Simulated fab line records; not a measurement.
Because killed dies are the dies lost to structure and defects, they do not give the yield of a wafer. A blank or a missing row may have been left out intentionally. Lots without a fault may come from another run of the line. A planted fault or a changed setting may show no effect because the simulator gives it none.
A struck lot beside a sound one | flow n5-finfet | 38 out of 1938 route steps
Sound: these wafers, L247.2, L247.5, L247.6. Struck: wafer L266.1 (L266.4, L266.5, from the same lot, were not struck and are left out); the cause is given at the end.
Order at every step that has rows: each side's tool, ch and its chambers, its first start. Under that, the readings that differ: sound wafers | struck wafers | difference of the means | sigmas: that difference in standard deviations of wafers without a fault.
alike: a reading whose means differ by less than 2 such deviations, as well as words and numbers matching on both sides. not compared: withheld readings; readings where some wafer has no value; bounds like >300 that might hide an equal value; numbers whose values overlap and for which the record gives no deviation.
A row with sigmas, a row that says differs or no value, or rows on one side alone: a step with any of these is where the two part. When numbers do not overlap yet have no deviation, they are printed without sigmas and do not part them. A reading that every wafer of one side lacks parts them only if that side has two wafers or more.

first, 9 steps without rows for these wafers: N5_BEOL_M4_EBR_24; N5_BEOL_M4_SOFTBAKE_23 (time 60 s); N5_BEOL_M4_EXPOSE_25 (exposes mask V3, defocus 5 nm); N5_BEOL_M4_PEB_26 (peb time 60 s); N5_BEOL_M4_DEVELOP_27 (develop time 30 s); N5_BEOL_M4_DESCUM_33 (chemistry O2, time 7 s); N5_BEOL_M4_ETCH_77 (etches underlayer in N2/H2, target depth 6.5 nm, time 5.2 s); N5_BEOL_M4_ETCH_69 (etches SiARC in CF4, target depth 15.6 nm, time 26 s); N5_BEOL_M4_ALD_98 (deposits SiO2, target thk 2.5 nm, pulse time 1 s, co reactant pulse time 1 s).
N5_BEOL_M4_ETCHBACK_99: etches SiO2 in CHF3, target depth 5 nm, time 10.4 s.
  sound on rie-diel-01 ch 0,1,3, day 9 04:03; struck on rie-diel-01 ch 3, day 13 15:53
  alike: drypump-motor-current-A, oes_ar_750_au, oes-product-au, rf-fwd-power-W, rf-vpp-V, showerhead-plenum-p-Torr, throttle-valve-pct
  not compared: rf-hours-counter-h
then, 27 steps without rows for these wafers: N5_BEOL_M4_ETCH_70 (etches SOC in N2/H2, target depth 80 nm, overetch 24 nm, time 130 s); N5_BEOL_M4_STRIP_71 (strips in N2/H2); N5_BEOL_M4_STRIP_78 (strips in N2/H2); N5_BEOL_M4_VIA_ETCH_34 (etches the open film in C4F6/O2, target depth 69.4 nm, time 65.9 s); N5_BEOL_M4_STRIP_83 (strips in C4F6/O2); N5_BEOL_M4_STRIP_36 (strips in N2/H2); N5_BEOL_M4_TRENCH_ETCH_37 (etches SiOC in C4F6/O2, target depth 55.555 nm, time 29.2 s); N5_BEOL_M4_ETCH_41 (etches SiCN in CH3F/O2, target depth 29.9 nm, time 52.5 s); N5_BEOL_M4_STRIP_97 (strips in N2/H2, time 10 s); N5_BEOL_M4_HM_STRIP_39 (strips TiN in peroxide tin strip, target depth 25 nm, time 158 s); N5_BEOL_M4_SRD_40 (time 30 s); N5_BEOL_M4_PRECLEAN_42 (cleans in residue remover, time 60 s); N5_BEOL_M4_SRD_43 (time 30 s); N5_BEOL_M4_DEGAS_44 (time 60 s); N5_BEOL_M4_PRE_CLEAN_45 (time 30 s); N5_BEOL_M4_ALD_84 (deposits TaN, pulse time 2 s, purge time 3 s, co reactant purge time 2 s); N5_BEOL_M4_SURFACE_TREAT_85; N5_BEOL_M4_CVD_47 (deposits Co from CCTBA/H2, target thk 3 nm, time 223.8 s); N5_BEOL_M4_SPUTTER_48 (material Cu, target thk 4.5 nm, time 8.29 s); N5_BEOL_M4_ANNEAL_49 (time 240 s); N5_BEOL_M4_SPUTTER_79 (material Cu, target thk 4.5 nm, time 8.29 s); N5_BEOL_M4_ANNEAL_80 (time 240 s); N5_BEOL_M4_SPUTTER_81 (material Cu, target thk 4.5 nm, time 8.29 s); N5_BEOL_M4_ANNEAL_82 (time 240 s); N5_BEOL_M4_SPUTTER_86 (material Cu, target thk 4.5 nm, time 8.29 s); N5_BEOL_M4_ANNEAL_87 (time 240 s); N5_BEOL_M4_SPUTTER_88 (material Cu, target thk 4.5 nm, time 8.29 s).
-- the record jumps here: 5 days lie between the struck wafers' starts before and after (it left off in module BEOL_M4 and takes up again in module PASSIVATION, whose first step shown is number 1936 of the route) --
N5_PASSIVATION_PROBE_49:
  record: rows for the struck wafers here (prober-01, day 19 00:34), none for the sound ones

== WHERE THEY PART ==
Only at N5_PASSIVATION_PROBE_49, as far as this record shows.

WHY: whatever the simulator had introduced
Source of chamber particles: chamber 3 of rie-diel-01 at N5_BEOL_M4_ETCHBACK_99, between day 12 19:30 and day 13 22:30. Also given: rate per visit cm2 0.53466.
